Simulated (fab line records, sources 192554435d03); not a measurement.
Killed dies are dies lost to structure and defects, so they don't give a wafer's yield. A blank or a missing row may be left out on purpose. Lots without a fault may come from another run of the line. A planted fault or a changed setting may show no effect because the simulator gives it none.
Chamber matching | flow n5_finfet | N5_BEOL_M1_DEP_57 on pecvd-03: 3 sister chambers
The step deposits SiCN from 3MS/NH3, target thk 8 nm, time 14 s. 3 wafers are shown with their chamber, then 12 later ones without.

WAFERS WITH THEIR CHAMBER
wafer  | chamber | showerhead_plenum_p_Torr (Torr)
L093.4 | 2       | 3.662
L091.4 | 1       | 3.626
L091.5 | 0       | 3.678

WAFERS WITHOUT THEIR CHAMBER
wafer  | showerhead_plenum_p_Torr (Torr)
L095.2 | 3.660
L095.3 | 3.676
L095.5 | 3.640
L092.1 | 3.658
L092.2 | 3.639
L092.5 | 3.640
L096.2 | 3.644
L096.4 | 3.641
L096.6 | 3.658
L097.2 | 3.634
L097.3 | 3.671
L097.5 | 3.659

WHICH CHAMBER EACH WENT THROUGH
wafer  | from the rows above          | in truth
L095.2 | can't be placed: 2 or 0      | 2
L095.3 | can't be placed: 0 or 2      | 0
L095.5 | can't be placed: 1 or 2      | 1
L092.1 | can't be placed: 2 or 0      | 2
L092.2 | can't be placed: 1 or 2      | 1
L092.5 | can't be placed: 1 or 2      | 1
L096.2 | can't be placed: 2 or 1 or 0 | 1
L096.4 | can't be placed: 1 or 2      | 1
L096.6 | can't be placed: 2 or 0      | 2
L097.2 | can't be placed: 1 or 2      | 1
L097.3 | can't be placed: 0 or 2      | 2
L097.5 | can't be placed: 2 or 0      | 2
Placed correctly: 0 of 12. Can't be placed from these rows: 12 (the true chamber is among the candidates in 12). Placed wrongly: 0.
How it was worked out, from the rows above alone: a wafer's distance from a chamber is the root of the sum, over the readings, of the square of ((its reading less the chamber's mean) divided by the reading's scatter). The wafer belongs to the nearest chamber; if the next one is less than 2 further off, it can't be placed. A chamber's mean is the mean of its shown wafers. The scatter: with one shown wafer a chamber, the root of the mean of the squares of how far each hidden wafer lies from its nearest shown one.
